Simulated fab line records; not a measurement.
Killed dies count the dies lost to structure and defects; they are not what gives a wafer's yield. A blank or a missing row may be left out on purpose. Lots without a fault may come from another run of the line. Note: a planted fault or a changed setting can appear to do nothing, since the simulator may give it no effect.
Which tool is to blame? -- flow nand harc -- 24 lots (72 wafers sampled), 1 step of a 1159-step route

WHAT EACH GAUGE READ, for each wafer
NHARC_A_BLC_INSPECT_12. Usual: raw defect count 30, standard deviation 15.
lot,measured,on,raw defect count,flag
L074,day 17 03:20,defect inspect-01,28 36 29,
L077,day 17 22:31,defect inspect-02,9 9 12,
L075,day 18 00:49,defect inspect-01,28 38 36,
L078,day 18 17:27,defect inspect-01,17 20 22,
L076,day 18 17:44,defect inspect-01,22 22 20,
L079,day 18 18:14,defect inspect-01,8 7 9,
L080,day 18 22:50,defect inspect-02,25 18 30,
L081,day 18 23:53,defect inspect-01,47 30 41,
L083,day 19 15:11,defect inspect-02,20 11 20,
L082,day 19 17:31,defect inspect-01,55 57 42,
L085,day 20 01:54,defect inspect-01,49 47 32,
L084,day 20 02:52,defect inspect-01,14 17 20,
L088,day 20 09:02,defect inspect-02,14 18 10,
L086,day 20 11:59,defect inspect-01,24 23 21,
L087,day 20 17:27,defect inspect-01,42 50 44,
L090,day 20 18:36,defect inspect-01,35 38 42,
L089,day 20 19:25,defect inspect-01,29 44 43,
L091,day 21 14:05,defect inspect-01,43 54 54,
L092,day 21 14:29,defect inspect-01,27 16 15,
L093,day 21 16:28,defect inspect-02,26 14 13,
L097,day 22 10:43,defect inspect-02,31 34 38,
L095,day 22 15:20,defect inspect-01,46 51 46,
L094,day 22 15:56,defect inspect-02,53 61 58,
L096,day 22 18:43,defect inspect-01,14 13 20,

WHAT TOOL EACH LOT RAN ON (gives the tool, then ch and the chambers of the sampled wafers, and finally the start)
The record shows no process step preceding these readings.

WHAT THE TOOLS THEMSELVES READ (means of the sampled wafers that have a number; where no wafer has one, the mark that the record gives instead)
The record holds no such reading with a usual standard deviation.

THE ANSWER, worked out from the rows above alone
Rule: lot off if the mean of its wafers having a number is beyond 3 standard deviations from the usual mean. A lot without any number at a reading at which 4 lots or more have one is off too. The other lots that the step has rows for count as sound. After the gauges, taken in route order, come the tools' own readings; for these a lot's mean is taken, as printed above. The first step at which some lot is off is used, and at that step the reading that is off furthest; a lot without a number counts as furthest.
No lot is off on any of the readings shown, so nothing can be concluded from this.

WHAT THE SIMULATOR HAD INSERTED
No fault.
